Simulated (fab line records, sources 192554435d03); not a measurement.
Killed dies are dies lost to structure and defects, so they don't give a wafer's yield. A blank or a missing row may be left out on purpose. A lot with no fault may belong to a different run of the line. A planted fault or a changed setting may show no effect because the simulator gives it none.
Which tool was responsible? / flow n5Finfet / 30 wafers from 10 lots sampled at 6 of the route's 1938 steps

## WHAT THE GAUGES READ, wafer by wafer
N5_BEOL_M8_INSPECT_58: inspects for defects (darkfield).
lot=L654; measured=day 9 13:37; on=defectInspect-02; rawDefectCount=24 39 44
lot=L657; measured=day 10 09:14; on=defectInspect-02; rawDefectCount=77 45 88
lot=L659; measured=day 10 20:08; on=defectInspect-01; rawDefectCount=50 69 53
lot=L660; measured=day 11 02:10; on=defectInspect-01; rawDefectCount=50 46 79
lot=L661; measured=day 11 04:10; on=defectInspect-01; rawDefectCount=37 52 34
lot=L665; measured=day 12 10:03; on=defectInspect-01; rawDefectCount=98 99 68
lot=L672; measured=day 14 06:02; on=defectInspect-01; rawDefectCount=39 96 67
lot=L674; measured=day 14 10:48; on=defectInspect-01; rawDefectCount=78 92 72
lot=L675; measured=day 14 16:06; on=defectInspect-01; rawDefectCount=38 55 64
lot=L676; measured=day 15 11:46; on=defectInspect-01; rawDefectCount=50 42 24

N5_BEOL_M9_INSPECT_13: inspects for defects (brightfield).
lot=L654; measured=day 9 15:20; on=defectInspect-02; rawDefectCount=337 399 474
lot=L657; measured=day 10 12:13; on=defectInspect-02; rawDefectCount=382 294 409
lot=L659; measured=day 10 23:23; on=defectInspect-01; rawDefectCount=254 323 260
lot=L660; measured=day 11 03:54; on=defectInspect-02; rawDefectCount=275 289 484
lot=L661; measured=day 11 07:05; on=defectInspect-01; rawDefectCount=833 761 612
lot=L665; measured=day 12 11:48; on=defectInspect-02; rawDefectCount=856 731 797
lot=L672; measured=day 14 10:34; on=defectInspect-01; rawDefectCount=342 444 348
lot=L674; measured=day 14 12:43; on=defectInspect-01; rawDefectCount=439 393 334
lot=L675; measured=day 14 19:45; on=defectInspect-01; rawDefectCount=315 320 370
lot=L676; measured=day 15 13:40; on=defectInspect-01; rawDefectCount=274 249 268

N5_BEOL_M9_INSPECT_30: inspects for defects (brightfield).
lot=L654; measured=day 9 16:26; on=defectInspect-02; rawDefectCount=338 380 446
lot=L657; measured=day 10 13:14; on=defectInspect-02; rawDefectCount=391 285 382
lot=L659; measured=day 11 00:16; on=defectInspect-02; rawDefectCount=243 313 263
lot=L660; measured=day 11 06:26; on=defectInspect-01; rawDefectCount=267 278 449
lot=L661; measured=day 11 10:10; on=defectInspect-02; rawDefectCount=844 764 606
lot=L665; measured=day 12 15:04; on=defectInspect-02; rawDefectCount=874 776 772
lot=L672; measured=day 14 11:40; on=defectInspect-01; rawDefectCount=326 413 358
lot=L674; measured=day 14 13:59; on=defectInspect-01; rawDefectCount=432 391 324
lot=L675; measured=day 14 22:05; on=defectInspect-01; rawDefectCount=286 309 359
lot=L676; measured=day 15 15:22; on=defectInspect-01; rawDefectCount=269 251 276

## WHICH TOOL RAN EACH LOT (tool, then ch and the chambers of the sampled wafers, then the start)
lot=L654; N5_BEOL_M8_DEP_56=pecvd-01 ch 1,2, day 9 13:31; N5_BEOL_M9_PECVD_70=pecvd-03 ch 0,1,2, day 9 14:18; N5_BEOL_M9_HM_DEP_02=pvdSputter-02, day 9 14:55
lot=L657; N5_BEOL_M8_DEP_56=pecvd-04 ch 0,1, day 10 09:07; N5_BEOL_M9_PECVD_70=pecvd-04 ch 0,1, day 10 09:56; N5_BEOL_M9_HM_DEP_02=pvdSputter-02, day 10 11:47
lot=L659; N5_BEOL_M8_DEP_56=pecvd-04 ch 0,2, day 10 20:02; N5_BEOL_M9_PECVD_70=pecvd-03 ch 0,1, day 10 20:47; N5_BEOL_M9_HM_DEP_02=pvdSputter-02, day 10 22:58
lot=L660; N5_BEOL_M8_DEP_56=pecvd-04 ch 0,1,2, day 11 02:05; N5_BEOL_M9_PECVD_70=pecvd-03 ch 1,2, day 11 03:08; N5_BEOL_M9_HM_DEP_02=pvdSputter-02, day 11 03:21
lot=L661; N5_BEOL_M8_DEP_56=pecvd-04 ch 0,1,2, day 11 04:05; N5_BEOL_M9_PECVD_70=pecvd-04 ch 0,1,2, day 11 04:50; N5_BEOL_M9_HM_DEP_02=pvdSputter-02, day 11 06:32
lot=L665; N5_BEOL_M8_DEP_56=pecvd-04 ch 1, day 12 09:55; N5_BEOL_M9_PECVD_70=pecvd-01 ch 0,1,2, day 12 10:43; N5_BEOL_M9_HM_DEP_02=pvdSputter-02, day 12 11:14
lot=L672; N5_BEOL_M8_DEP_56=pecvd-01 ch 0,2, day 14 05:57; N5_BEOL_M9_PECVD_70=pecvd-03 ch 1,2, day 14 07:19; N5_BEOL_M9_HM_DEP_02=pvdSputter-01, day 14 10:08
lot=L674; N5_BEOL_M8_DEP_56=pecvd-01 ch 0,1, day 14 10:43; N5_BEOL_M9_PECVD_70=pecvd-03 ch 0,1,2, day 14 11:57; N5_BEOL_M9_HM_DEP_02=pvdSputter-01, day 14 12:10
lot=L675; N5_BEOL_M8_DEP_56=pecvd-04 ch 0,1, day 14 16:01; N5_BEOL_M9_PECVD_70=pecvd-04 ch 0,1,2, day 14 16:46; N5_BEOL_M9_HM_DEP_02=pvdSputter-01, day 14 19:11
lot=L676; N5_BEOL_M8_DEP_56=pecvd-02 ch 1,2, day 15 11:40; N5_BEOL_M9_PECVD_70=pecvd-03 ch 0,1, day 15 12:26; N5_BEOL_M9_HM_DEP_02=pvdSputter-01, day 15 13:07
- N5_BEOL_M8_DEP_56: deposits SiCN from 3MS/NH3, target thk 10 nm, time 17.5 s.
- N5_BEOL_M9_PECVD_70: deposits SiO2 from TEOS/O2, target thk 20 nm, time 22.7 s.
- N5_BEOL_M9_HM_DEP_02: deposits TiN, target thk 20 nm.

## WHAT THE TOOLS THEMSELVES READ (means of the sampled wafers that have a number; where no wafer has one, the mark that the record gives instead)
N5_BEOL_M8_DEP_56.
lot=L654; tool=pecvd-01; showerheadPlenumPTorr (Torr)=3.662; throttleValvePct (%)=8.7
lot=L657; tool=pecvd-04; showerheadPlenumPTorr (Torr)=3.652; throttleValvePct (%)=9.0
lot=L659; tool=pecvd-04; showerheadPlenumPTorr (Torr)=3.673; throttleValvePct (%)=8.1
lot=L660; tool=pecvd-04; showerheadPlenumPTorr (Torr)=3.660; throttleValvePct (%)=8.6
lot=L661; tool=pecvd-04; showerheadPlenumPTorr (Torr)=3.663; throttleValvePct (%)=8.6
lot=L665; tool=pecvd-04; showerheadPlenumPTorr (Torr)=3.641; throttleValvePct (%)=9.2
lot=L672; tool=pecvd-01; showerheadPlenumPTorr (Torr)=3.677; throttleValvePct (%)=9.5
lot=L674; tool=pecvd-01; showerheadPlenumPTorr (Torr)=3.665; throttleValvePct (%)=9.1
lot=L675; tool=pecvd-04; showerheadPlenumPTorr (Torr)=3.649; throttleValvePct (%)=8.9
lot=L676; tool=pecvd-02; showerheadPlenumPTorr (Torr)=3.651; throttleValvePct (%)=8.2

N5_BEOL_M9_PECVD_70.
lot=L654; tool=pecvd-03; heaterPowerW (W)=739; showerheadPlenumPTorr (Torr)=8.75; throttleValvePct (%)=22.7
lot=L657; tool=pecvd-04; heaterPowerW (W)=539; showerheadPlenumPTorr (Torr)=8.70; throttleValvePct (%)=21.7
lot=L659; tool=pecvd-03; heaterPowerW (W)=737; showerheadPlenumPTorr (Torr)=8.78; throttleValvePct (%)=23.2
lot=L660; tool=pecvd-03; heaterPowerW (W)=780; showerheadPlenumPTorr (Torr)=8.79; throttleValvePct (%)=21.9
lot=L661; tool=pecvd-04; heaterPowerW (W)=622; showerheadPlenumPTorr (Torr)=8.76; throttleValvePct (%)=21.2
lot=L665; tool=pecvd-01; heaterPowerW (W)=756; showerheadPlenumPTorr (Torr)=8.81; throttleValvePct (%)=22.5
lot=L672; tool=pecvd-03; heaterPowerW (W)=838; showerheadPlenumPTorr (Torr)=8.75; throttleValvePct (%)=22.3
lot=L674; tool=pecvd-03; heaterPowerW (W)=814; showerheadPlenumPTorr (Torr)=8.76; throttleValvePct (%)=22.8
lot=L675; tool=pecvd-04; heaterPowerW (W)=645; showerheadPlenumPTorr (Torr)=8.75; throttleValvePct (%)=21.3
lot=L676; tool=pecvd-03; heaterPowerW (W)=734; showerheadPlenumPTorr (Torr)=8.80; throttleValvePct (%)=23.1

N5_BEOL_M9_HM_DEP_02.
lot=L654; tool=pvdSputter-02; throttleValvePct (%)=30.5
lot=L657; tool=pvdSputter-02; throttleValvePct (%)=30.1
lot=L659; tool=pvdSputter-02; throttleValvePct (%)=29.3
lot=L660; tool=pvdSputter-02; throttleValvePct (%)=29.2
lot=L661; tool=pvdSputter-02; throttleValvePct (%)=29.8
lot=L665; tool=pvdSputter-02; throttleValvePct (%)=29.5
lot=L672; tool=pvdSputter-01; throttleValvePct (%)=30.1
lot=L674; tool=pvdSputter-01; throttleValvePct (%)=30.4
lot=L675; tool=pvdSputter-01; throttleValvePct (%)=30.3
lot=L676; tool=pvdSputter-01; throttleValvePct (%)=29.7

## THE ANSWER, worked out from the rows above alone
Rule: the usual values come from the lots themselves. The widest of any qualifying gaps counts: lots, ordered by their means at a reading, are off when they make up no more than a third of the lots, leave a main group of 4 or more, and stand apart from it by 3 or more times the standard deviation of that group's means. If all means in a main group match to the digits the tables above print for the reading, that group is not used. A lot without any number at a reading at which 4 lots or more have one is off too. All remaining lots with rows at the step are treated as sound. The gauges are gone through in route order, then the tools' own readings, and for those a lot's mean is taken as printed above. At the first step where some lot is off, the reading lying furthest off is the one used; lots without a number count as furthest.
Off at N5_BEOL_M9_INSPECT_13 (rawDefectCount): L661, L665. The main group has a mean of 345 with a standard deviation of 47.
A tool fits if, at a process step before that reading, it ran every lot that is off, and no sound lot after the first of them. The gauges at N5_BEOL_M9_INSPECT_13 are tried like those tools. One candidate fits, namely pvdSputter-02 at N5_BEOL_M9_HM_DEP_02. A fault onset in the window from L660 (day 11 03:21, its last sound lot) to L661 (day 11 06:32, its first lot off) fits.

## WHAT THE SIMULATOR HAD INSERTED
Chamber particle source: pvdSputter-02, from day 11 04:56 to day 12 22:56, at N5_BEOL_M9_HM_DEP_02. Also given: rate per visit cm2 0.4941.
Lots struck among those shown: L661, L665. This agrees with what the rule above found.
